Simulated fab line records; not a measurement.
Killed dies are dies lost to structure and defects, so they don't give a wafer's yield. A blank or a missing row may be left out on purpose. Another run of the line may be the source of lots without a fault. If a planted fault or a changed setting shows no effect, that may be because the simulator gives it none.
Which tool was responsible? || flow nand_harc || 14 lots with 42 wafers sampled at 4 steps, on a route of 1159 steps

## WHAT EACH GAUGE READ, for each wafer
NHARC_P_START_INSPECT_01. Usual: raw_defect_count 3.6, standard deviation 1.9.
{"lot": "L122", "measured": "day 1 12:03", "on": "defect_inspect-01", "raw_defect_count": "6 5 3", "flag": ""}
{"lot": "L123", "measured": "day 1 18:02", "on": "defect_inspect-01", "raw_defect_count": "4 5 1", "flag": ""}
{"lot": "L125", "measured": "day 2 06:02", "on": "defect_inspect-02", "raw_defect_count": "4 2 4", "flag": ""}
{"lot": "L128", "measured": "day 3 00:02", "on": "defect_inspect-01", "raw_defect_count": "3 2 3", "flag": ""}
{"lot": "L131", "measured": "day 3 18:02", "on": "defect_inspect-01", "raw_defect_count": "0 2 2", "flag": ""}
{"lot": "L132", "measured": "day 4 00:02", "on": "defect_inspect-02", "raw_defect_count": "3 3 4", "flag": ""}
{"lot": "L136", "measured": "day 5 00:02", "on": "defect_inspect-01", "raw_defect_count": "3 4 3", "flag": ""}
{"lot": "L137", "measured": "day 5 06:02", "on": "defect_inspect-01", "raw_defect_count": "1 4 1", "flag": ""}
{"lot": "L138", "measured": "day 5 12:02", "on": "defect_inspect-02", "raw_defect_count": "9 2 3", "flag": ""}
{"lot": "L139", "measured": "day 5 18:02", "on": "defect_inspect-02", "raw_defect_count": "6 4 1", "flag": ""}
{"lot": "L141", "measured": "day 6 06:02", "on": "defect_inspect-02", "raw_defect_count": "3 4 5", "flag": ""}
{"lot": "L142", "measured": "day 6 12:02", "on": "defect_inspect-01", "raw_defect_count": "7 5 2", "flag": ""}
{"lot": "L143", "measured": "day 6 18:02", "on": "defect_inspect-02", "raw_defect_count": "2 3 2", "flag": ""}
{"lot": "L145", "measured": "day 7 06:02", "on": "defect_inspect-01", "raw_defect_count": "3 4 2", "flag": ""}

NHARC_P_STI_OVL_MEAS_10. Usual: overlay_x_nm 0 nm, standard deviation 6.8; overlay_y_nm 1 nm, standard deviation 5.8.
{"lot": "L122", "measured": "day 2 10:53", "on": "overlay-02", "overlay_x_nm (nm)": "-7 -7 -6", "overlay_y_nm (nm)": "-1 -1 -1", "flag": ""}
{"lot": "L123", "measured": "day 2 17:02", "on": "overlay-02", "overlay_x_nm (nm)": "-3 -3 -3", "overlay_y_nm (nm)": "-12 -12 -12", "flag": ""}
{"lot": "L125", "measured": "day 3 06:25", "on": "overlay-01", "overlay_x_nm (nm)": "5 5 5", "overlay_y_nm (nm)": "3 3 2", "flag": ""}
{"lot": "L128", "measured": "day 3 19:22", "on": "overlay-02", "overlay_x_nm (nm)": "-1 -1 -1", "overlay_y_nm (nm)": "-5 -6 -5", "flag": ""}
{"lot": "L131", "measured": "day 4 16:53", "on": "overlay-02", "overlay_x_nm (nm)": "4 4 4", "overlay_y_nm (nm)": "2 2 2", "flag": ""}
{"lot": "L132", "measured": "day 5 01:22", "on": "overlay-02", "overlay_x_nm (nm)": "-3 -2 -3", "overlay_y_nm (nm)": "7 7 7", "flag": ""}
{"lot": "L136", "measured": "day 5 23:41", "on": "overlay-02", "overlay_x_nm (nm)": "-6 -7 -7", "overlay_y_nm (nm)": "-6 -5 -5", "flag": ""}
{"lot": "L137", "measured": "day 6 06:37", "on": "overlay-02", "overlay_x_nm (nm)": "5 5 5", "overlay_y_nm (nm)": "0 -1 -1", "flag": ""}
{"lot": "L138", "measured": "day 6 11:57", "on": "overlay-01", "overlay_x_nm (nm)": "3 3 4", "overlay_y_nm (nm)": "15 15 16", "flag": ""}
{"lot": "L139", "measured": "day 6 20:32", "on": "overlay-01", "overlay_x_nm (nm)": "-9 -9 -9", "overlay_y_nm (nm)": "2 1 2", "flag": ""}
{"lot": "L141", "measured": "day 7 04:53", "on": "overlay-01", "overlay_x_nm (nm)": "2 2 2", "overlay_y_nm (nm)": "3 3 3", "flag": ""}
{"lot": "L142", "measured": "day 7 11:23", "on": "overlay-02", "overlay_x_nm (nm)": "4 4 4", "overlay_y_nm (nm)": "1 1 1", "flag": ""}
{"lot": "L143", "measured": "day 7 17:01", "on": "overlay-01", "overlay_x_nm (nm)": "-12 -12 -12", "overlay_y_nm (nm)": "-5 -5 -6", "flag": ""}
{"lot": "L145", "measured": "day 8 06:13", "on": "overlay-01", "overlay_x_nm (nm)": "-9 -10 -10", "overlay_y_nm (nm)": "-3 -3 -3", "flag": ""}

NHARC_P_STI_OCD_MEAS_17. Usual: trench_depth_nm 302 nm, standard deviation 3.1; trench_foot_cd_nm 157.7 nm, standard deviation 1.9.
{"lot": "L122", "measured": "day 2 11:35", "on": "ocd-01", "trench_depth_nm (nm)": "305 301 299", "trench_foot_cd_nm (nm)": "158.9 158.3 161.2", "flag": ""}
{"lot": "L123", "measured": "day 2 17:44", "on": "ocd-02", "trench_depth_nm (nm)": "308 308 303", "trench_foot_cd_nm (nm)": "155.6 153.6 157.3", "flag": ""}
{"lot": "L125", "measured": "day 3 07:10", "on": "ocd-02", "trench_depth_nm (nm)": "296 306 300", "trench_foot_cd_nm (nm)": "154.4 156.3 157.4", "flag": ""}
{"lot": "L128", "measured": "day 3 20:04", "on": "ocd-01", "trench_depth_nm (nm)": "301 304 303", "trench_foot_cd_nm (nm)": "157.6 157.5 158.7", "flag": ""}
{"lot": "L131", "measured": "day 4 17:35", "on": "ocd-02", "trench_depth_nm (nm)": "301 301 303", "trench_foot_cd_nm (nm)": "156.4 156.4 160.2", "flag": ""}
{"lot": "L132", "measured": "day 5 02:04", "on": "ocd-01", "trench_depth_nm (nm)": "303 293 301", "trench_foot_cd_nm (nm)": "156.7 157.5 155.3", "flag": ""}
{"lot": "L136", "measured": "day 6 00:23", "on": "ocd-01", "trench_depth_nm (nm)": "305 300 302", "trench_foot_cd_nm (nm)": "154.3 157.7 156.1", "flag": ""}
{"lot": "L137", "measured": "day 6 07:20", "on": "ocd-01", "trench_depth_nm (nm)": "302 300 301", "trench_foot_cd_nm (nm)": "157.9 159.0 160.7", "flag": ""}
{"lot": "L138", "measured": "day 6 12:39", "on": "ocd-02", "trench_depth_nm (nm)": "301 301 296", "trench_foot_cd_nm (nm)": "158.9 160.3 162.1", "flag": ""}
{"lot": "L139", "measured": "day 6 21:15", "on": "ocd-01", "trench_depth_nm (nm)": "298 302 299", "trench_foot_cd_nm (nm)": "160.3 158.7 155.6", "flag": ""}
{"lot": "L141", "measured": "day 7 05:35", "on": "ocd-02", "trench_depth_nm (nm)": "301 306 304", "trench_foot_cd_nm (nm)": "155.6 155.6 155.1", "flag": ""}
{"lot": "L142", "measured": "day 7 12:05", "on": "ocd-02", "trench_depth_nm (nm)": "301 305 304", "trench_foot_cd_nm (nm)": "160.3 159.6 163.3", "flag": ""}
{"lot": "L143", "measured": "day 7 17:43", "on": "ocd-02", "trench_depth_nm (nm)": "302 299 306", "trench_foot_cd_nm (nm)": "156.5 157.2 157.2", "flag": ""}
{"lot": "L145", "measured": "day 8 06:56", "on": "ocd-02", "trench_depth_nm (nm)": "299 302 302", "trench_foot_cd_nm (nm)": "157.9 155.4 158.2", "flag": ""}

## TOOL THAT RAN EACH LOT (tool first, then ch and the chambers of the sampled wafers, then the start)
{"lot": "L122", "NHARC_P_ZERO_WELL_DEVELOP_23": "litho_track-02 ch 0, day 1 14:00"}
{"lot": "L123", "NHARC_P_ZERO_WELL_DEVELOP_23": "litho_track-02 ch 0, day 1 20:00"}
{"lot": "L125", "NHARC_P_ZERO_WELL_DEVELOP_23": "litho_track-02 ch 0, day 2 08:00"}
{"lot": "L128", "NHARC_P_ZERO_WELL_DEVELOP_23": "litho_track-05 ch 0, day 3 02:00"}
{"lot": "L131", "NHARC_P_ZERO_WELL_DEVELOP_23": "litho_track-07, day 3 20:00"}
{"lot": "L132", "NHARC_P_ZERO_WELL_DEVELOP_23": "litho_track-07, day 4 02:00"}
{"lot": "L136", "NHARC_P_ZERO_WELL_DEVELOP_23": "litho_track-07 ch 0, day 5 02:00"}
{"lot": "L137", "NHARC_P_ZERO_WELL_DEVELOP_23": "litho_track-07 ch 0, day 5 08:00"}
{"lot": "L138", "NHARC_P_ZERO_WELL_DEVELOP_23": "litho_track-02 ch 0, day 5 14:00"}
{"lot": "L139", "NHARC_P_ZERO_WELL_DEVELOP_23": "litho_track-07 ch 0, day 5 20:00"}
{"lot": "L141", "NHARC_P_ZERO_WELL_DEVELOP_23": "litho_track-07 ch 0, day 6 08:00"}
{"lot": "L142", "NHARC_P_ZERO_WELL_DEVELOP_23": "litho_track-02 ch 0, day 6 14:00"}
{"lot": "L143", "NHARC_P_ZERO_WELL_DEVELOP_23": "litho_track-02 ch 0, day 6 20:00"}
{"lot": "L145", "NHARC_P_ZERO_WELL_DEVELOP_23": "litho_track-02 ch 0, day 7 08:00"}
- NHARC_P_ZERO_WELL_DEVELOP_23: time 70 s.

## WHAT THE TOOLS THEMSELVES READ (means of the sampled wafers that have a number; where no wafer has one, the mark that the record gives instead)
NHARC_P_ZERO_WELL_DEVELOP_23. Usual: chill_plate_temp_C 23.05 C, standard deviation 0.092; exhaust_pa 45.1 Pa, standard deviation 0.85.
{"lot": "L122", "tool": "litho_track-02", "chill_plate_temp_C (C)": 23.08, "exhaust_pa (Pa)": 45.2, "flag": ""}
{"lot": "L123", "tool": "litho_track-02", "chill_plate_temp_C (C)": 23.09, "exhaust_pa (Pa)": 45.2, "flag": ""}
{"lot": "L125", "tool": "litho_track-02", "chill_plate_temp_C (C)": 22.96, "exhaust_pa (Pa)": 45.3, "flag": ""}
{"lot": "L128", "tool": "litho_track-05", "chill_plate_temp_C (C)": 23.01, "exhaust_pa (Pa)": 45.6, "flag": ""}
{"lot": "L131", "tool": "litho_track-07", "chill_plate_temp_C (C)": "-", "exhaust_pa (Pa)": "-", "flag": "OFF"}
{"lot": "L132", "tool": "litho_track-07", "chill_plate_temp_C (C)": "-", "exhaust_pa (Pa)": "-", "flag": "OFF"}
{"lot": "L136", "tool": "litho_track-07", "chill_plate_temp_C (C)": 23.15, "exhaust_pa (Pa)": 45.8, "flag": ""}
{"lot": "L137", "tool": "litho_track-07", "chill_plate_temp_C (C)": 23.07, "exhaust_pa (Pa)": 44.5, "flag": ""}
{"lot": "L138", "tool": "litho_track-02", "chill_plate_temp_C (C)": 23.03, "exhaust_pa (Pa)": 44.4, "flag": ""}
{"lot": "L139", "tool": "litho_track-07", "chill_plate_temp_C (C)": 22.96, "exhaust_pa (Pa)": 44.9, "flag": ""}
{"lot": "L141", "tool": "litho_track-07", "chill_plate_temp_C (C)": 23.06, "exhaust_pa (Pa)": 45.5, "flag": ""}
{"lot": "L142", "tool": "litho_track-02", "chill_plate_temp_C (C)": 23.02, "exhaust_pa (Pa)": 44.9, "flag": ""}
{"lot": "L143", "tool": "litho_track-02", "chill_plate_temp_C (C)": 23.00, "exhaust_pa (Pa)": 46.1, "flag": ""}
{"lot": "L145", "tool": "litho_track-02", "chill_plate_temp_C (C)": 23.01, "exhaust_pa (Pa)": 45.0, "flag": ""}

## THE ANSWER, worked out from the rows above alone
Rule: a lot is off if the mean of its wafers that have a number lies more than 3 standard deviations from the usual mean. Also off: a lot with no number at a reading for which 4 or more lots have one. Where the step has rows for the other lots, those lots are counted as sound. After the gauges, taken in route order, come the tools' own readings; for these a lot's mean is taken, as printed above. At the first step where some lot is off, the reading lying furthest off is the one used; lots without a number count as furthest.
Off at NHARC_P_ZERO_WELL_DEVELOP_23 (chill_plate_temp_C): L131, L132. Without a number there: L131, L132.
A tool fits if, at that step or a process step before it, it ran every lot that is off, and no sound lot after the first of them. Of those tried, none fits.

## WHAT THE SIMULATOR PUT IN
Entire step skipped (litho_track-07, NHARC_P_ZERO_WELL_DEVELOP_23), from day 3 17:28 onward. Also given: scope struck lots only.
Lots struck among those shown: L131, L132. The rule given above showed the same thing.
